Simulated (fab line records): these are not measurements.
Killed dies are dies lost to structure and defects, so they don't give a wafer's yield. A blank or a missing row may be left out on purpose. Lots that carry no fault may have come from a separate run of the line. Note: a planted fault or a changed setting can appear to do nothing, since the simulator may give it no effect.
Chamber matching / flow nand-harc / NHARC_A_CONTACT_ALD_18 on ald-metal-01: 4 sister chambers
The step deposits TiN, target thk 3 nm, pulse time 1 s, ald cycles 150. 24 wafers are shown with their chamber, then 12 later ones without.

== EACH WAFER AND ITS CHAMBER ==
wafer=L075.1; chamber=1; heater-power-w (W)=1220; precursor-pulse-height-rel=0.980; susceptor-temp-C (C)=449.53
wafer=L075.2; chamber=2; heater-power-w (W)=1136; precursor-pulse-height-rel=1.026; susceptor-temp-C (C)=450.16
wafer=L075.4; chamber=0; heater-power-w (W)=982; precursor-pulse-height-rel=1.041; susceptor-temp-C (C)=449.99
wafer=L074.1; chamber=1; heater-power-w (W)=1249; precursor-pulse-height-rel=1.020; susceptor-temp-C (C)=450.44
wafer=L074.3; chamber=2; heater-power-w (W)=1145; precursor-pulse-height-rel=1.028; susceptor-temp-C (C)=449.90
wafer=L074.4; chamber=3; heater-power-w (W)=1123; precursor-pulse-height-rel=1.012; susceptor-temp-C (C)=450.80
wafer=L076.1; chamber=2; heater-power-w (W)=1107; precursor-pulse-height-rel=1.023; susceptor-temp-C (C)=449.82
wafer=L076.2; chamber=3; heater-power-w (W)=1121; precursor-pulse-height-rel=1.019; susceptor-temp-C (C)=449.98
wafer=L076.6; chamber=2; heater-power-w (W)=1135; precursor-pulse-height-rel=0.963; susceptor-temp-C (C)=449.96
wafer=L078.2; chamber=3; heater-power-w (W)=1105; precursor-pulse-height-rel=0.963; susceptor-temp-C (C)=450.48
wafer=L078.3; chamber=1; heater-power-w (W)=1236; precursor-pulse-height-rel=0.973; susceptor-temp-C (C)=450.20
wafer=L078.5; chamber=2; heater-power-w (W)=1149; precursor-pulse-height-rel=0.997; susceptor-temp-C (C)=450.10
wafer=L080.4; chamber=1; heater-power-w (W)=1218; precursor-pulse-height-rel=0.980; susceptor-temp-C (C)=449.75
wafer=L080.5; chamber=2; heater-power-w (W)=1149; precursor-pulse-height-rel=0.973; susceptor-temp-C (C)=449.98
wafer=L080.6; chamber=1; heater-power-w (W)=1227; precursor-pulse-height-rel=0.968; susceptor-temp-C (C)=450.01
wafer=L083.1; chamber=3; heater-power-w (W)=1135; precursor-pulse-height-rel=0.989; susceptor-temp-C (C)=450.47
wafer=L083.3; chamber=0; heater-power-w (W)=1020; precursor-pulse-height-rel=0.985; susceptor-temp-C (C)=449.82
wafer=L083.5; chamber=0; heater-power-w (W)=1011; precursor-pulse-height-rel=1.025; susceptor-temp-C (C)=449.76
wafer=L086.1; chamber=0; heater-power-w (W)=1018; precursor-pulse-height-rel=1.015; susceptor-temp-C (C)=450.32
wafer=L086.5; chamber=2; heater-power-w (W)=1158; precursor-pulse-height-rel=1.003; susceptor-temp-C (C)=449.83
wafer=L086.6; chamber=1; heater-power-w (W)=1240; precursor-pulse-height-rel=0.964; susceptor-temp-C (C)=449.67
wafer=L089.3; chamber=2; heater-power-w (W)=1144; precursor-pulse-height-rel=0.990; susceptor-temp-C (C)=450.26
wafer=L089.4; chamber=3; heater-power-w (W)=1154; precursor-pulse-height-rel=1.009; susceptor-temp-C (C)=449.42
wafer=L089.5; chamber=0; heater-power-w (W)=990; precursor-pulse-height-rel=0.984; susceptor-temp-C (C)=450.21

SIGNATURES, as means of the wafers listed above
reading=heater-power-w; chamber 0=1004.20; chamber 1=1231.67; chamber 2=1140.38; chamber 3=1127.60; scatter within a chamber=15.6
reading=precursor-pulse-height-rel; chamber 0=1.01000; chamber 1=0.98083; chamber 2=1.00038; chamber 3=0.99840; scatter within a chamber=0.0233
reading=susceptor-temp-C; chamber 0=450.0200; chamber 1=449.9333; chamber 2=450.0013; chamber 3=450.2300; scatter within a chamber=0.33
Rule: a wafer's distance from a chamber is the root of the sum, over the readings, of the square of ((its reading less the chamber's mean) divided by the reading's scatter). The wafer belongs to the nearest chamber; if the next one is less than 2 further off, it can't be placed. The scatter: the root of (the sum of the squares of (reading less its chamber's mean) over the shown wafers, divided by (wafers less chambers)).

== WAFERS MISSING THEIR CHAMBER ==
wafer=L090.2; heater-power-w (W)=1223; precursor-pulse-height-rel=0.997; susceptor-temp-C (C)=450.57
wafer=L090.3; heater-power-w (W)=1148; precursor-pulse-height-rel=1.003; susceptor-temp-C (C)=450.04
wafer=L090.5; heater-power-w (W)=1145; precursor-pulse-height-rel=0.988; susceptor-temp-C (C)=449.94
wafer=L091.3; heater-power-w (W)=1149; precursor-pulse-height-rel=1.027; susceptor-temp-C (C)=450.02
wafer=L091.5; heater-power-w (W)=1117; precursor-pulse-height-rel=1.008; susceptor-temp-C (C)=450.09
wafer=L091.6; heater-power-w (W)=1222; precursor-pulse-height-rel=0.985; susceptor-temp-C (C)=450.33
wafer=L095.1; heater-power-w (W)=1127; precursor-pulse-height-rel=0.982; susceptor-temp-C (C)=449.80
wafer=L095.2; heater-power-w (W)=1305; precursor-pulse-height-rel=0.989; susceptor-temp-C (C)=449.67
wafer=L095.3; heater-power-w (W)=964; precursor-pulse-height-rel=1.004; susceptor-temp-C (C)=449.87
wafer=L095.4; heater-power-w (W)=1128; precursor-pulse-height-rel=0.974; susceptor-temp-C (C)=449.71
wafer=L095.5; heater-power-w (W)=1141; precursor-pulse-height-rel=1.012; susceptor-temp-C (C)=450.42
wafer=L095.6; heater-power-w (W)=1315; precursor-pulse-height-rel=1.027; susceptor-temp-C (C)=449.65

== CHAMBER TAKEN BY EACH ==
wafer=L090.2; from the rows above=1; in truth=1
wafer=L090.3; from the rows above=can't be placed: 2 or 3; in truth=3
wafer=L090.5; from the rows above=can't be placed: 2 or 3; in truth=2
wafer=L091.3; from the rows above=can't be placed: 2 or 3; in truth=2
wafer=L091.5; from the rows above=can't be placed: 3 or 2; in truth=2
wafer=L091.6; from the rows above=1; in truth=1
wafer=L095.1; from the rows above=can't be placed: 2 or 3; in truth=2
wafer=L095.2; from the rows above=1; in truth=1
wafer=L095.3; from the rows above=0; in truth=0
wafer=L095.4; from the rows above=can't be placed: 2 or 3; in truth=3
wafer=L095.5; from the rows above=can't be placed: 3 or 2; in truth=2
wafer=L095.6; from the rows above=1; in truth=1
5 of 12 placed correctly. These rows do not allow placing 7 (true chamber among the candidates in 7). Placed wrongly: 0.
